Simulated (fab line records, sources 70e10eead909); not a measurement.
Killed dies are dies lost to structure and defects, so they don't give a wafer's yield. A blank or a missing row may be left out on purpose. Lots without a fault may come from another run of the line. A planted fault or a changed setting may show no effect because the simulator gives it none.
fab line records | flow nand_harc
record lots=24 wafers=72 last_day=32
route steps=1302 shown P_M1@316 P_M2@328 P_BONDPAD@367
lots that met no fault: from a run of the same line without faults
start_h: hours from the record's first day to the start of the lot's first wafer shown | wait_h: hours since the lot's step before | " the same as in the row above | L1.1+2: a row that stands for several wafers | - no value, or no start given | * or withheld: withheld | < > ~ a bound
route shown NAME@n: a module of which the file shows steps, and the number in the route of the first | usual: mean/standard deviation of fault-free wafers | same: alike in all rows | chamber/n: place in a boat | sites: the reading at each site | _std_site: their standard deviation | _edge_site: outer sites' mean less inner sites' | radius_mm: how far each site lies from the wafer's centre | mask NAME#n: copy n | behind: the tool/chamber that last shaped the wafer | hold: why the lot was held/for how many hours/how that ended | device: the transistor (n, p or np) that didn't switch | end of line: the same wafers' tests at the end of the route | a step without rows: its recipe alone | killed: dies lost to structure and defects at the first sort, not the wafer's yield | map: a wafer's dies, x killed, . not, _ none there
set.NAME: the setting as run; set.NAME@STEP: as run at that earlier step | model.NAME: the simulator's own value behind a step, which no gauge read
steps of the route over a sample of lots; a table a step, a row a wafer
services: from which hour (start_h, from the record's first day; less than 0 if before it) a tool's chamber was out of use, for how many hours, and why
## steps
# step NHARC_P_M1_PRE_CLEAN_32
# recipe time_s=12 temp_c=370 rf_power_w=300 gas=NH3
# usual heater_power_outer_w=369/60 heater_power_w=629/100
# same time_s=12
# columns lot.wafer tool chamber start_h wait_h heater_power_outer_w heater_power_w
L074.2 pecvd-04 2 134.53 0.1 490 851
L074.3 " 0 " " 319 561
L074.4 " 1 " " 312 565
L075.2 pecvd-03 1 135.75 0.1 311 520
L075.6 " 0 " " 254 466
L075.5 " 1 " " 319 523
L076.3 pecvd-04 2 146.10 0.1 469 825
L076.2 " 0 " " 294 528
L076.6 " 2 " " 468 815
L077.3 pecvd-01 2 162.26 0.1 335 618
L077.2 " 1 " " 442 740
L077.4 " 2 " " 338 615
L078.3 pecvd-04 2 163.19 0.1 431 820
L078.4 " 1 " " 361 598
L078.6 " 2 " " 447 803
L079.3 pecvd-03 1 173.99 0.1 370 595
L079.1 " 2 " " 363 623
L079.6 " 0 " " 284 497
L080.2 pecvd-01 2 191.20 0.1 334 622
L080.3 " 1 " " 468 769
L080.5 " 2 " " 334 604
L081.3 pecvd-04 0 197.54 0.2 295 543
L081.1 " 1 " " 354 608
L081.5 " 2 " " 432 781
L082.2 pecvd-03 1 207.84 0.1 314 529
L082.5 " 0 " " 298 513
L082.4 " 1 " " 322 539
L084.1 pecvd-04 1 224.41 0.1 407 701
L084.3 " 0 " " 331 583
L084.4 " 0 " " 317 576
L083.3 pecvd-04 1 225.38 0.1 391 633
L083.1 " 2 " " 481 846
L083.4 " 2 " " 477 852
L085.3 pecvd-03 0 241.51 0.1 290 504
L085.5 " 1 " " 385 624
L085.6 " 2 " " 445 722
L086.1 pecvd-04 0 246.77 0.5 362 610
L086.6 " 1 " " 336 605
L086.4 " 0 " " 360 623
L087.1 pecvd-04 1 253.12 0.1 333 571
L087.4 " 0 " " 353 611
L087.6 " 1 " " 327 598
L088.1 pecvd-01 0 270.67 0.1 349 562
L088.6 " 0 " " 348 569
L088.4 " 2 " " 376 684
L089.6 pecvd-03 2 276.89 0.1 389 656
L089.4 " 0 " " 293 512
L089.5 " 1 " " 373 592
L090.3 pecvd-01 0 291.17 0.1 367 599
L090.4 " 0 " " 375 599
L090.5 " 0 " " 378 603
L091.3 pecvd-04 2 305.94 0.1 399 703
L091.4 " 0 " " 359 599
L091.5 " 2 " " 395 712
L092.1 pecvd-03 1 317.68 0.1 402 617
L092.3 " 2 " " 385 668
L092.5 " 2 " " 394 647
L093.3 pecvd-03 2 323.48 0.1 395 635
L093.2 " 0 " " 302 527
L093.6 " 2 " " 397 648
L094.3 pecvd-01 0 327.33 0.1 335 554
L094.1 " 1 " " 484 778
L094.4 " 2 " " 416 741
L096.3 pecvd-03 1 340.11 0.1 358 564
L096.6 " 0 " " 295 520
L096.5 " 1 " " 348 587
L095.3 pecvd-03 0 341.00 0.1 265 457
L095.2 " 1 " " 341 547
L095.5 " 2 " " 370 629
L097.3 pecvd-03 0 357.38 0.1 258 479
L097.1 " 2 " " 400 680
L097.4 " 1 " " 364 598
# step NHARC_P_M2_CD_MEAS_09
# recipe target_cd_nm=170 landing_energy_ev=500
# usual cd_nm=170.0/0.77
# columns lot.wafer tool chamber start_h wait_h cd_nm
L074.2 cd_sem-01 0 135.86 - 170.0
L074.3 " 0 " " 171.1
L074.4 " 0 " " 170.1
L075.2 cd_sem-01 0 137.06 - 169.8
L075.5 " 0 " " 169.8
L075.6 " 0 " " 170.7
L076.2 cd_sem-03 0 147.42 - 170.8
L076.3 " 0 " " 171.0
L076.6 " 0 " " 171.3
L077.2 cd_sem-03 0 163.59 - 169.8
L077.3 " 0 " " 169.9
L077.4 " 0 " " 168.9
L078.3 cd_sem-01 0 164.50 - 171.0
L078.4 " 0 " " 170.4
L078.6 " 0 " " 170.3
L079.1 cd_sem-01 0 175.19 - 171.3
L079.3 " 0 " " 171.7
L079.6 " 0 " " 171.6
L080.2 cd_sem-01 0 192.52 - 170.0
L080.3 " 0 " " 169.6
L080.5 " 0 " " 171.3
L081.1 cd_sem-02 0 199.00 - 169.6
L081.3 " 0 " " 168.8
L081.5 " 0 " " 169.4
L082.2 cd_sem-03 0 209.14 - 170.9
L082.4 " 0 " " 170.1
L082.5 " 0 " " 170.3
L084.1 cd_sem-02 0 225.72 - 170.6
L084.3 " 0 " " 170.6
L084.4 " 0 " " 171.0
L083.1 cd_sem-02 0 226.70 - 170.4
L083.3 " 0 " " 170.4
L083.4 " 0 " " 170.4
L085.3 cd_sem-02 0 242.71 - 170.9
L085.5 " 0 " " 169.7
L085.6 " 0 " " 169.6
L086.1 cd_sem-02 0 247.95 - 171.4
L086.4 " 0 " " 169.6
L086.6 " 0 " " 170.5
L087.1 cd_sem-02 0 254.44 - 169.0
L087.4 " 0 " " 170.3
L087.6 " 0 " " 169.9
L088.1 cd_sem-01 0 271.98 - 170.0
L088.4 " 0 " " 169.7
L088.6 " 0 " " 171.0
L089.4 cd_sem-02 0 278.06 - 171.6
L089.5 " 0 " " 170.5
L089.6 " 0 " " 170.8
L090.3 cd_sem-03 0 293.09 - 170.1
L090.4 " 0 " " 170.7
L090.5 " 0 " " 169.9
L091.3 cd_sem-01 0 307.25 - 168.6
L091.4 " 0 " " 168.8
L091.5 " 0 " " 169.2
L092.1 cd_sem-02 0 319.07 - 169.9
L092.3 " 0 " " 169.2
L092.5 " 0 " " 169.7
L093.2 cd_sem-01 0 324.78 - 168.3
L093.3 " 0 " " 168.8
L093.6 " 0 " " 169.6
L094.1 cd_sem-02 0 328.67 - 168.4
L094.3 " 0 " " 170.8
L094.4 " 0 " " 169.3
L096.3 cd_sem-03 0 341.43 - 169.3
L096.5 " 0 " " 170.8
L096.6 " 0 " " 169.9
L095.2 cd_sem-03 0 342.32 - 169.0
L095.3 " 0 " " 168.9
L095.5 " 0 " " 170.0
L097.1 cd_sem-02 0 358.70 - 169.6
L097.3 " 0 " " 170.0
L097.4 " 0 " " 168.6
# step NHARC_P_M2_STRIP_18
# recipe power_w=1000 n2_flow_sccm=150 h2_flow_sccm=150 ar_flow_sccm=0 bias_w=0 chemistry=N2/H2
# usual drypump_motor_current_A=5.8/0.49 oes_product_au=1.002/0.011 power_w=1000.0/2.6 rf_vpp_V=90.8/0.94 showerhead_plenum_p_Torr=2.04/0.083 throttle_valve_pct=14.172/0.009
# columns lot.wafer tool chamber start_h wait_h drypump_motor_current_A oes_product_au power_w rf_hours_counter_h rf_vpp_V showerhead_plenum_p_Torr throttle_valve_pct
L074.2 rie_diel-13 1 136.42 0.1 6.2 0.994 1000.0 7.0 91.8 2.16 14.171
L074.3 " 3 " " 5.7 1.021 997.3 6.5 91.0 2.00 14.162
L074.4 " 0 " " 5.3 1.003 999.5 6.9 90.1 1.90 14.168
L075.2 rie_diel-12 1 138.11 0.1 5.9 1.004 998.8 3.3 91.9 2.01 14.181
L075.6 " 0 " " 5.6 0.995 1006.8 - 92.0 2.11 14.167
L075.5 " 1 " " 5.9 1.012 997.1 - 89.8 2.01 14.184
L076.2 rie_diel-12 3 147.98 0.1 6.7 0.999 994.7 3.4 90.4 2.03 14.158
L076.3 " 2 " " 5.2 1.006 1004.2 3.5 90.1 1.98 14.173
L076.6 " 0 " " 5.6 0.986 999.8 - 90.0 2.11 14.177
L077.2 rie_diel-03 3 164.15 0.1 5.8 0.993 995.6 2.1 89.3 1.95 14.180
L077.4 " 1 " " 6.0 1.009 998.5 2.1 90.0 2.10 14.182
L077.3 " 2 " " 5.6 0.987 1003.5 2.6 89.2 1.94 14.168
L078.4 rie_diel-03 3 165.06 0.1 5.8 0.997 998.7 2.2 91.0 1.95 14.174
L078.3 " 1 " " 6.0 0.999 1004.7 2.2 91.7 2.10 14.179
L078.6 " 0 " " 6.6 0.995 1000.7 - 91.2 2.08 14.165
L079.3 rie_diel-12 3 175.75 0.1 6.6 0.996 997.4 6.7 90.3 2.03 14.168
L079.1 " 1 " " 5.9 0.993 999.9 6.3 90.3 2.01 14.173
L079.6 " 3 " " 6.6 1.002 1000.6 - 88.6 2.03 14.179
L080.3 rie_diel-03 2 193.13 0.1 5.6 0.999 1001.8 4.7 89.4 1.94 14.186
L080.2 " 3 " " 5.8 1.004 997.3 4.2 91.3 1.95 14.180
L080.5 " 0 " " 6.6 1.005 996.6 - 91.4 2.08 14.174
L081.1 rie_diel-13 2 199.57 0.1 5.4 1.000 999.5 1.1 91.5 2.20 14.171
L081.3 " 0 " " 5.2 1.013 1000.5 1.0 90.1 1.90 14.177
L081.5 " 2 " " 5.4 0.992 1002.6 - 92.3 2.20 14.179
L082.4 rie_diel-12 0 209.73 0.1 5.6 1.006 997.1 8.3 92.0 2.11 14.178
L082.2 " 1 " " 5.9 1.011 998.1 8.4 90.4 2.01 14.159
L082.5 " 3 " " 6.6 1.011 1000.4 - 92.2 2.03 14.168
L084.4 rie_diel-03 0 226.29 0.1 6.6 1.010 999.4 5.8 91.4 2.08 14.171
L084.3 " 2 " " 5.6 0.991 1001.6 5.7 91.5 1.94 14.165
L084.1 " 3 " " 5.8 0.995 1000.6 5.2 90.0 1.95 14.164
L083.4 rie_diel-13 2 227.27 0.1 5.4 0.996 998.3 2.2 91.5 2.20 14.169
L083.3 " 3 " " 5.7 1.016 1000.0 2.6 90.1 2.00 14.178
L083.1 " 1 " " 6.2 0.989 999.9 2.0 90.3 2.16 14.194
L085.3 rie_diel-12 1 243.34 0.1 5.9 1.006 1003.7 11.2 91.5 2.01 14.184
L085.5 " 2 " " 5.2 1.018 1001.2 - 89.0 1.98 14.174
L085.6 " 3 " " 6.6 1.017 996.9 - 91.1 2.03 14.179
L086.4 rie_diel-12 3 248.55 0.1 6.6 1.014 1003.5 11.4 90.4 2.03 14.175
L086.1 " 0 " " 5.5 1.001 998.5 11.6 91.1 2.11 14.170
L086.6 " 3 " " 6.7 1.006 1000.0 - 90.2 2.03 14.172
L087.4 rie_diel-03 3 255.06 0.1 5.7 0.986 999.9 7.7 91.5 1.95 14.166
L087.1 " 0 " " 6.6 0.997 1000.5 7.4 92.3 2.08 14.175
L087.6 " 1 " " 6.1 1.001 1001.3 - 92.5 2.10 14.171
L088.4 rie_diel-13 0 272.63 0.1 5.2 1.019 996.7 4.9 89.4 1.90 14.175
L088.1 " 2 " " 5.4 1.008 998.6 5.0 90.7 2.20 14.167
L088.6 " 3 " " 5.7 1.011 1001.9 - 91.8 2.00 14.183
L089.4 rie_diel-13 0 278.65 0.1 5.3 1.021 998.3 5.1 89.6 1.90 14.159
L089.6 " 3 " " 5.7 1.021 997.1 - 90.3 2.00 14.171
L089.5 " 0 " " 5.2 1.013 998.0 - 89.9 1.90 14.173
L090.3 rie_diel-13 3 293.65 0.1 5.7 1.004 1000.2 6.1 89.5 2.00 14.166
L090.4 " 0 " " 5.3 1.009 1001.3 6.0 90.0 1.90 14.176
L090.5 " 0 " " 5.3 1.006 1002.0 - 89.6 1.90 14.173
L091.4 rie_diel-12 0 307.86 0.1 5.6 0.992 1000.5 1.2 92.9 2.11 14.179
L091.3 " 1 " " 6.0 1.007 1002.6 1.1 89.5 2.01 14.175
L091.5 " 3 " " 6.6 1.003 997.6 - 91.8 2.03 14.171
L092.3 rie_diel-13 0 319.72 0.1 5.3 1.011 1002.8 7.4 90.5 1.90 14.164
L092.1 " 2 " " 5.4 0.989 1001.1 6.5 91.9 2.20 14.160
L092.5 " 3 " " 5.7 1.001 1003.5 - 90.1 2.00 14.174
L093.3 rie_diel-12 0 325.41 0.1 5.5 0.995 1000.0 3.5 93.0 2.11 14.171
L093.2 " 2 " " 5.2 1.013 997.6 3.9 91.7 1.97 14.171
L093.6 " 0 " " 5.6 0.986 1002.3 - 90.5 2.11 14.177
L094.1 rie_diel-12 2 329.28 0.1 5.2 1.011 999.7 4.6 90.8 1.97 14.171
L094.3 " 3 " " 6.7 0.998 1002.6 4.2 89.7 2.03 14.180
L094.4 " 0 " " 5.5 0.982 999.3 4.1 90.9 2.11 14.166
L096.3 rie_diel-03 1 342.06 0.1 6.1 0.977 1000.6 4.5 90.9 2.10 14.181
L096.5 " 0 " " 6.6 1.017 1001.6 - 90.4 2.07 14.179
L096.6 " 1 " " 6.1 0.984 999.3 - 90.8 2.10 14.159
L095.3 rie_diel-03 0 342.93 0.1 6.6 1.029 999.3 4.4 92.5 2.07 14.182
L095.2 " 1 " " 6.0 0.984 1003.7 4.6 90.9 2.10 14.176
L095.5 " 2 " " 5.6 1.008 995.5 - 90.5 1.94 14.159
L097.3 rie_diel-12 2 359.27 0.1 5.2 1.024 996.6 6.4 91.2 1.97 14.160
L097.1 " 3 " " 6.6 1.003 1006.7 6.1 90.1 2.03 14.174
L097.4 " 0 " " 5.6 0.987 1002.4 5.9 90.6 2.11 14.173
# step NHARC_P_M2_DEGAS_29
# recipe temp_c=250 time_s=60
# usual heater_power_w=359/36
# same time_s=60
# columns lot.wafer tool chamber start_h wait_h heater_power_w
L074.3 pvd_sputter-03 - 137.07 - 372
L074.4 " - " " 294
L074.2 " - " " 379
L075.2 pvd_sputter-02 - 138.75 - 410
L075.6 " - " " 368
L075.5 " - " " 366
L076.3 pvd_sputter-01 - 148.62 - 358
L076.2 " - " " 353
L076.6 " - " " 393
L077.3 pvd_sputter-03 - 164.80 - 374
L077.2 " - " " 297
L077.4 " - " " 376
L078.4 pvd_sputter-01 - 165.70 - 359
L078.3 " - " " 335
L078.6 " - " " 332
L079.1 pvd_sputter-01 - 176.40 - 375
L079.3 " - " " 329
L079.6 " - " " 391
L080.2 pvd_sputter-02 - 193.71 - 401
L080.3 " - " " 362
L080.5 " - " " 361
L081.1 pvd_sputter-03 - 200.22 - 365
L081.3 " - " " 388
L081.5 " - " " 380
L082.2 pvd_sputter-02 - 210.36 - 408
L082.4 " - " " 357
L082.5 " - " " 298
L084.1 pvd_sputter-02 - 226.93 - 401
L084.3 " - " " 352
L084.4 " - " " 370
L083.3 pvd_sputter-02 - 227.92 - 308
L083.4 " - " " 409
L083.1 " - " " 370
L085.3 pvd_sputter-02 - 243.96 - 376
L085.5 " - " " 409
L085.6 " - " " 356
L086.1 pvd_sputter-02 - 249.17 - 372
L086.4 " - " " 397
L086.6 " - " " 378
L087.1 pvd_sputter-02 - 255.65 - 409
L087.4 " - " " 368
L087.6 " - " " 402
L088.1 pvd_sputter-03 - 273.26 - 354
L088.4 " - " " 372
L088.6 " - " " 394
L089.4 pvd_sputter-02 - 279.27 - 373
L089.5 " - " " 400
L089.6 " - " " 363
L090.3 pvd_sputter-02 - 294.30 - 408
L090.4 " - " " 371
L090.5 " - " " 411
L091.3 pvd_sputter-03 - 308.45 - 365
L091.4 " - " " 397
L091.5 " - " " 301
L092.1 pvd_sputter-02 - 320.40 - 369
L092.3 " - " " 368
L092.5 " - " " 295
L093.2 pvd_sputter-02 - 326.04 - 368
L093.3 " - " " 396
L093.6 " - " " 372
L094.3 pvd_sputter-02 - 329.91 - 299
L094.4 " - " " 396
L094.1 " - " " 368
L096.3 pvd_sputter-03 - 342.68 - 301
L096.5 " - " " 387
L096.6 " - " " 303
L095.2 pvd_sputter-02 - 343.53 - 302
L095.3 " - " " 401
L095.5 " - " " 354
L097.1 pvd_sputter-02 - 359.91 - 298
L097.4 " - " " 360
L097.3 " - " " 368
# step NHARC_P_BONDPAD_DESCUM_11
# recipe time_s=3 o2_flow_sccm=200 ar_flow_sccm=0 bias_power_w=0 chemistry=O2
# usual drypump_motor_current_A=5.75/0.29 oes_product_au=1.000/0.011 rf_vpp_V=57.7/0.86 showerhead_plenum_p_Torr=1.92/0.061 throttle_valve_pct=11.313/0.0093
# same time_s=3
# columns lot.wafer tool chamber start_h wait_h drypump_motor_current_A oes_product_au rf_hours_counter_h rf_vpp_V showerhead_plenum_p_Torr throttle_valve_pct
L074.3 rie_diel-08 2 140.60 - 5.58 0.993 2.8 57.5 2.04 11.320
L074.2 " 3 " " 6.43 0.999 3.3 57.5 1.89 11.302
L074.4 " 3 " " 6.41 0.996 - 56.5 1.89 11.319
L075.2 rie_diel-08 3 142.18 - 6.43 0.987 3.4 57.5 1.89 11.305
L075.6 " 2 " " 5.60 0.998 - 59.9 2.04 11.324
L075.5 " 3 " " 6.36 1.000 - 58.6 1.89 11.311
L076.3 rie_diel-09 1 152.35 - 6.17 0.995 0 57.4 1.94 11.302
L076.2 " 3 " " 6.33 1.004 0 56.1 1.91 11.313
L076.6 " 2 " " 5.97 0.968 - 57.9 1.98 11.315
L077.2 rie_diel-08 1 168.34 - 5.63 0.983 3.3 58.3 1.83 11.319
L077.4 " 3 " " 6.39 0.998 3.8 56.8 1.89 11.305
L077.3 " 0 " " 5.62 0.989 3.7 59.3 1.87 11.313
L078.3 rie_diel-08 2 169.16 - 5.57 0.979 3.3 57.4 2.04 11.317
L078.4 " 3 " " 6.39 0.986 3.9 56.7 1.89 11.318
L078.6 " 1 " " 5.60 0.985 - 58.2 1.83 11.323
L079.1 rie_diel-02 2 179.97 - 5.53 1.004 7.0 58.1 1.96 11.310
L079.3 " 3 " " 5.93 1.009 6.6 57.4 1.87 11.308
L079.6 " 0 " " 5.60 1.014 - 56.7 1.96 11.324
L080.2 rie_diel-02 3 197.19 - 5.92 1.000 7.5 58.2 1.87 11.303
L080.3 " 0 " " 5.59 1.006 8.1 56.9 1.96 11.330
L080.5 " 0 " " 5.60 1.012 - 57.9 1.96 11.321
L081.1 rie_diel-02 0 203.91 - 5.62 1.011 8.2 58.0 1.96 11.308
L081.3 " 2 " " 5.55 1.000 7.9 58.3 1.96 11.306
L081.5 " 0 " " 5.61 1.006 - 59.1 1.96 11.321
L082.4 rie_diel-08 0 213.78 - 5.58 1.022 0.3 57.6 1.87 11.308
L082.2 " 2 " " 5.57 1.006 0.2 58.2 2.04 11.310
L082.5 " 0 " " 5.61 1.024 - 57.7 1.87 11.318
L084.1 rie_diel-08 1 230.35 - 5.62 1.000 0.4 57.5 1.83 11.301
L084.3 " 2 " " 5.58 1.010 0.4 57.6 2.04 11.320
L084.4 " 3 " " 6.37 0.999 0.5 58.3 1.89 11.297
L083.3 rie_diel-02 0 231.47 - 5.60 1.002 0.4 58.0 1.96 11.320
L083.4 " 1 " " 5.51 1.012 0.4 56.9 1.92 11.303
L083.1 " 3 " " 5.89 1.000 0.3 56.8 1.87 11.318
L085.3 rie_diel-08 2 248.01 - 5.55 0.985 0.9 59.2 2.04 11.302
L085.6 " 1 " " 5.60 0.972 - 56.5 1.83 11.303
L085.5 " 2 " " 5.57 0.995 - 59.0 2.04 11.314
L086.1 rie_diel-02 3 252.81 - 5.95 0.998 0.7 55.4 1.87 11.326
L086.4 " 1 " " 5.53 1.004 1.0 57.1 1.92 11.306
L086.6 " 2 " " 5.51 0.983 - 57.7 1.95 11.303
L087.1 rie_diel-02 0 259.19 - 5.58 1.008 1.2 57.5 1.96 11.321
L087.4 " 3 " " 5.96 1.000 0.8 58.5 1.87 11.309
L087.6 " 0 " " 5.61 1.015 - 58.8 1.96 11.323
L088.1 rie_diel-08 0 276.97 - 5.61 1.006 1.6 57.4 1.87 11.328
L088.4 " 2 " " 5.58 1.003 1.6 59.5 2.04 11.321
L088.6 " 1 " " 5.58 1.004 - 58.6 1.82 11.309
L089.4 rie_diel-02 3 282.87 - 5.89 0.996 2.2 58.2 1.87 11.318
L089.5 " 1 " " 5.51 1.010 - 58.2 1.92 11.312
L089.6 " 2 " " 5.52 0.987 - 59.2 1.95 11.305
L090.3 rie_diel-02 3 297.71 - 5.94 1.003 3.3 56.2 1.87 11.301
L090.4 " 1 " " 5.50 1.012 3.8 57.2 1.92 11.318
L090.5 " 2 " " 5.54 1.002 - 56.5 1.95 11.305
L091.3 rie_diel-09 1 312.03 - 6.20 0.987 7.4 57.1 1.94 11.317
L091.4 " 2 " " 5.98 0.991 7.4 58.1 1.98 11.319
L091.5 " 2 " " 5.98 0.984 - 58.4 1.98 11.323
L092.3 rie_diel-02 2 323.82 - 5.52 0.999 4.8 56.9 1.95 11.313
L092.1 " 3 " " 5.93 1.012 4.6 57.6 1.87 11.301
L092.5 " 0 " " 5.60 1.020 - 58.0 1.96 11.311
L093.2 rie_diel-09 1 329.57 - 6.21 0.986 0 58.1 1.94 11.308
L093.3 " 0 " " 5.61 0.979 0 58.1 1.83 11.313
L093.6 " 1 " " 6.20 0.981 - 58.3 1.94 11.304
L094.1 rie_diel-08 3 333.46 - 6.37 0.999 3.3 58.8 1.89 11.327
L094.3 " 0 " " 5.60 1.000 3.2 58.0 1.87 11.316
L094.4 " 1 " " 5.63 0.989 3.2 58.0 1.82 11.319
L096.3 rie_diel-02 3 346.23 - 5.96 1.002 6.1 57.1 1.87 11.316
L096.6 " 2 " " 5.53 1.011 - 57.4 1.95 11.316
L096.5 " 3 " " 5.96 1.000 - 56.7 1.87 11.317
L095.2 rie_diel-02 0 347.08 - 5.61 1.006 5.9 58.2 1.96 11.330
L095.3 " 1 " " 5.51 1.001 6.0 58.0 1.92 11.300
L095.5 " 3 " " 5.92 1.006 - 58.1 1.87 11.296
L097.1 rie_diel-08 3 363.34 - 6.40 1.008 4.3 56.9 1.89 11.306
L097.3 " 0 " " 5.61 1.017 4.5 57.2 1.87 11.301
L097.4 " 2 " " 5.57 0.990 4.2 58.1 2.04 11.319
# step NHARC_P_BONDPAD_ETCH_12
# recipe target_depth_a=2000 time_s=100 chf3_flow_sccm=50 o2_flow_sccm=10 ar_flow_sccm=200 rf_w=500 bias_w=200 chemistry=CHF3/O2
# usual drypump_motor_current_A=5.76/0.29 oes_product_au=0.944/0.024 rf_vpp_V=370.9/1.8 showerhead_plenum_p_Torr=2.41/0.074 throttle_valve_pct=20.572/0.0088
# same time_s=100
# columns lot.wafer tool chamber start_h wait_h drypump_motor_current_A oes_product_au rf_hours_counter_h rf_vpp_V showerhead_plenum_p_Torr throttle_valve_pct
L074.3 rie_diel-08 2 - - 5.59 0.911 2.8 374.2 2.56 20.561
L074.2 " 3 " " 6.39 0.925 3.4 371.1 2.38 20.580
L074.4 " 2 " " 5.58 0.911 - 373.9 2.56 20.582
L075.2 rie_diel-08 0 - - 5.60 0.957 3.4 370.0 2.35 20.568
L075.6 " 3 " " 6.36 0.961 - 369.5 2.38 20.578
L075.5 " 0 " " 5.59 0.969 - 370.0 2.35 20.572
L076.3 rie_diel-09 2 - - 5.97 0.936 0.0 371.9 2.49 20.577
L076.2 " 1 " " 6.20 0.959 0.0 370.8 2.43 20.598
L076.6 " 3 " " 6.32 0.994 - 370.1 2.40 20.562
L077.2 rie_diel-08 3 - - 6.37 0.970 3.8 371.4 2.38 20.579
L077.3 " 0 " " 5.61 0.971 3.8 370.6 2.35 20.557
L077.4 " 1 " " 5.61 0.952 3.3 367.8 2.30 20.559
L078.4 rie_diel-08 2 - - 5.56 0.910 3.3 373.4 2.56 20.574
L078.3 " 1 " " 5.66 0.903 3.4 368.8 2.30 20.574
L078.6 " 3 " " 6.40 0.912 - 368.8 2.38 20.574
L079.1 rie_diel-02 2 - - 5.52 0.927 7.1 371.7 2.45 20.581
L079.3 " 0 " " 5.62 0.928 7.2 372.2 2.46 20.559
L079.6 " 3 " " 5.95 0.922 - 369.0 2.35 20.580
L080.3 rie_diel-02 3 - - 5.96 0.925 7.5 370.3 2.35 20.573
L080.2 " 2 " " 5.54 0.925 7.8 372.0 2.45 20.568
L080.5 " 0 " " 5.61 0.945 - 371.0 2.46 20.578
L081.1 rie_diel-02 2 - - 5.55 0.973 8.0 372.2 2.45 20.590
L081.3 " 3 " " 5.96 0.954 7.7 370.6 2.35 20.574
L081.5 " 0 " " 5.61 0.969 - 373.1 2.46 20.580
L082.2 rie_diel-08 1 - - 5.65 0.952 0.2 369.1 2.30 20.564
L082.4 " 2 " " 5.58 0.979 0.3 373.4 2.56 20.568
L082.5 " 2 " " 5.57 0.994 - 373.3 2.55 20.571
L084.3 rie_diel-08 0 - - 5.62 0.926 0.5 368.8 2.35 20.566
L084.4 " 1 " " 5.63 0.918 0.4 368.5 2.30 20.583
L084.1 " 2 " " 5.56 0.928 0.4 372.7 2.55 20.561
L083.1 rie_diel-02 2 - - 5.54 0.966 0.3 371.8 2.45 20.574
L083.3 " 3 " " 5.95 0.967 0.3 369.4 2.35 20.569
L083.4 " 1 " " 5.51 0.965 0.4 371.8 2.41 20.563
L085.3 rie_diel-08 0 - - 5.58 0.927 1.0 370.4 2.35 20.572
L085.5 " 1 " " 5.63 0.913 - 369.0 2.30 20.561
L085.6 " 2 " " 5.57 0.932 - 373.9 2.56 20.572
L086.4 rie_diel-02 0 - - 5.60 0.928 1.1 371.4 2.46 20.563
L086.1 " 2 " " 5.52 0.921 0.8 371.4 2.45 20.568
L086.6 " 0 " " 5.63 0.927 - 372.3 2.46 20.574
L087.4 rie_diel-02 1 - - 5.50 0.953 1.2 371.2 2.41 20.571
L087.1 " 2 " " 5.53 0.949 0.8 371.7 2.45 20.560
L087.6 " 0 " " 5.61 0.951 - 372.3 2.46 20.559
L088.1 rie_diel-08 0 - - 5.62 0.941 1.7 368.4 2.35 20.580
L088.4 " 2 " " 5.59 0.953 1.6 372.8 2.56 20.582
L088.6 " 0 " " 5.61 0.933 - 371.5 2.35 20.569
L089.4 rie_diel-02 2 - - 5.49 0.918 2.1 371.7 2.45 20.576
L089.5 " 3 " " 5.95 0.929 - 370.7 2.35 20.567
L089.6 " 0 " " 5.61 0.941 - 370.6 2.46 20.571
L090.4 rie_diel-02 1 - - 5.51 0.982 3.9 371.3 2.41 20.574
L090.3 " 0 " " 5.62 0.992 3.6 371.8 2.46 20.574
L090.5 " 2 " " 5.51 0.958 - 372.1 2.45 20.572
L091.3 rie_diel-09 2 - - 5.93 0.921 7.5 373.1 2.48 20.579
L091.4 " 1 " " 6.20 0.905 7.5 372.4 2.43 20.586
L091.5 " 3 " " 6.35 0.946 - 370.7 2.39 20.590
L092.1 rie_diel-02 2 - - 5.54 0.931 4.9 372.3 2.45 20.582
L092.3 " 3 " " 5.95 0.926 4.6 368.9 2.35 20.566
L092.5 " 3 " " 5.91 0.927 - 369.6 2.35 20.558
L093.2 rie_diel-09 1 - - 6.18 0.948 0.0 371.9 2.43 20.589
L093.3 " 3 " " 6.32 0.972 0.0 370.3 2.39 20.564
L093.6 " 1 " " 6.17 0.957 - 371.5 2.43 20.559
L094.4 rie_diel-08 0 - - 5.61 0.936 3.3 368.9 2.35 20.587
L094.3 " 2 " " 5.58 0.926 3.2 374.2 2.55 20.584
L094.1 " 3 " " 6.37 0.930 3.3 368.3 2.38 20.565
L096.3 rie_diel-02 3 - - 5.94 0.974 6.2 370.6 2.35 20.581
L096.6 " 2 " " 5.54 0.971 - 372.2 2.45 20.578
L096.5 " 3 " " 5.94 0.962 - 369.9 2.35 20.575
L095.2 rie_diel-02 1 - - 5.52 0.974 6.0 370.4 2.41 20.571
L095.3 " 3 " " 5.93 0.965 6.3 369.4 2.35 20.568
L095.5 " 2 " " 5.51 0.980 - 372.6 2.45 20.564
L097.3 rie_diel-08 0 - - 5.62 0.923 4.5 368.8 2.35 20.584
L097.4 " 2 " " 5.58 0.911 4.3 376.4 2.55 20.557
L097.1 " 3 " " 6.39 0.909 4.3 370.7 2.38 20.580
## services
# columns tool chamber start_h hours kind
rie_diel-13 2 112.64 8.1 repair
rie_diel-02 2 129.64 6.4 repair
rie_diel-08 1 139.27 3.9 repair
rie_diel-03 3 143.02 5.1 repair
rie_diel-03 1 144.61 4.3 repair
rie_diel-13 - 165.02 9.0 pm
rie_diel-12 - 178.74 0.9 repair
pecvd-03 - 185.67 13.0 pm
rie_diel-08 - 190.80 9.0 pm
pvd_sputter-02 - 198.33 7.1 repair
pecvd-03 - 200.93 1.3 repair
rie_diel-13 - 202.91 3.7 repair
rie_diel-03 1 214.61 2.2 repair
rie_diel-03 - 215.09 1.3 repair
rie_diel-02 - 216.70 9.0 pm
rie_diel-08 2 257.98 5.4 repair
rie_diel-03 3 258.41 12.7 repair
rie_diel-12 - 268.40 9.0 pm
pecvd-04 - 269.12 13.0 pm
rie_diel-03 - 281.38 9.0 pm
pvd_sputter-02 - 282.00 10.0 pm
rie_diel-02 1 311.72 13.4 repair
rie_diel-12 - 328.39 0.2 repair
rie_diel-12 0 360.44 36.9 repair
## key
fault none
